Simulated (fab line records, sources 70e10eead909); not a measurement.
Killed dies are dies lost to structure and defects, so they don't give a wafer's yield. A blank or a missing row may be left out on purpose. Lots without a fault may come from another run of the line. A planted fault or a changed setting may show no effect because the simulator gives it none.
A struck lot beside a sound one | flow nand_harc | 13 steps out of a route of 1302
Sound: wafers L862.1, L862.2, L862.6. Struck: wafers L867.1, L867.2, L867.3. The cause comes at the end.
At each step with rows: each side's tool, then ch and its chambers, then its first start. Under that, the readings that differ: sound wafers | struck wafers | difference of the means | sigmas: that difference in standard deviations of wafers without a fault.
alike: readings whose means differ by less than 2 such deviations, and words and numbers that are the same on both sides. not compared: withheld readings, readings that some wafer has no value for, bounds like >300 that may hide the same value, and numbers for which the record gives no deviation and whose values overlap.
The two part at a step that has a row with sigmas, a row that says differs or no value, or rows on one side only. Numbers that don't overlap but have no deviation are shown without sigmas and don't part them. A reading that every wafer of one side lacks parts them only if that side has two wafers or more.

NHARC_A_STAIRCASE_ETCH_203: etches the open film in C4F8/O2, target depth 100 nm, time 40.5 s.
  sound on rie_diel-07 ch 0,1; struck on rie_diel-01 ch 1,2,3
  alike: oes_product_au, rf_vpp_V
  not compared: rf_hours_counter_h
NHARC_A_STAIRCASE_STRIP_205: strips in O2.
  sound on plasma_asher-02 ch 0,1, day 15 13:55; struck on plasma_asher-02 ch 0,1, day 18 12:59
  alike: drypump_motor_current_A, heater_power_w
  not compared: rf_hours_counter_h
then, 9 steps without rows for these wafers: NHARC_A_STAIRCASE_STRIP_206 (strips in SPM, time 900 s); NHARC_A_STAIRCASE_PRECLEAN_207 (cleans in SC1); NHARC_A_STAIRCASE_SRD_208; NHARC_A_STAIRCASE_DEHYDRATE_209 (time 120 s); NHARC_A_STAIRCASE_HMDS_210 (time 30 s); NHARC_A_STAIRCASE_COAT_211; NHARC_A_STAIRCASE_SOFTBAKE_212 (time 170 s); NHARC_A_STAIRCASE_EBR_213; NHARC_A_STAIRCASE_EXPOSE_214 (exposes mask STAIR 3).
NHARC_A_STAIRCASE_PEB_215: peb time 130 s.
  sound on litho_track-02 ch 0, day 15 15:07; struck on litho_track-05, day 18 14:04
  no value came back on the struck wafers for chill_plate_temp_C (C), exhaust_pa (Pa), peb_time_s (s); on the sound wafers chill_plate_temp_C (C) reads 23.02 23.04 23.04
then, 1 step without rows for these wafers: NHARC_A_STAIRCASE_DEVELOP_216 (time 140 s).

WHERE THEY PART
Only at NHARC_A_STAIRCASE_PEB_215, within this record.

WHY: what the simulator had put in
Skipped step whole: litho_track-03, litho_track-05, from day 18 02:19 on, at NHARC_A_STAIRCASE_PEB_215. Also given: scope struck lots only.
